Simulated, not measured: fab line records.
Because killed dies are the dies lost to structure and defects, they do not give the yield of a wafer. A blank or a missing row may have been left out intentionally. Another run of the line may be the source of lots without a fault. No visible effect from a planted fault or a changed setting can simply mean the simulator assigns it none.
Chamber matching -- flow nandHarc -- NHARC_A_STAIRCASE_ALD_415 on aldHk-03 has 4 sister chambers
The step deposits SiO2, target thk 30 nm, pulse time 6 s, ald cycles 300. 4 wafers are shown with their chamber, then 7 later ones without.

== WAFERS, EACH WITH ITS CHAMBER ==
wafer,chamber,heaterPowerW (W)
L185.5,2,496
L186.3,1,438
L200.1,0,484
L200.3,3,462

== WAFERS MISSING THEIR CHAMBER ==
wafer,heaterPowerW (W)
L200.6,423
L199.4,471
L199.5,433
L199.6,536
L201.3,438
L201.4,464
L201.5,551

== WHICH CHAMBER EACH ONE RAN IN ==
wafer,from the rows above,in truth
L200.6,can't be placed: 1 or 3 or 0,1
L199.4,can't be placed: 3 or 0 or 2 or 1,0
L199.5,can't be placed: 1 or 3 or 0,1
L199.6,can't be placed: 2 or 0 or 3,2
L201.3,can't be placed: 1 or 3 or 0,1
L201.4,can't be placed: 3 or 0 or 1 or 2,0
L201.5,can't be placed: 2 or 0 or 3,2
Correctly placed: 0 of 7. Unplaceable from these rows: 7, with the true chamber sitting among the candidates in 7. Number placed wrongly: 0.
How it was worked out, from the rows above alone: a wafer's distance from a chamber is the root of the sum, over the readings, of the square of ((its reading less the chamber's mean) divided by the reading's scatter). If the next closest chamber is less than 2 further off than the closest, the wafer can't be placed; otherwise it belongs to the closest. Each chamber's mean is taken over the wafers shown for it. The scatter: root of mean squared gap, hidden wafer to nearest shown wafer, with one shown wafer a chamber.
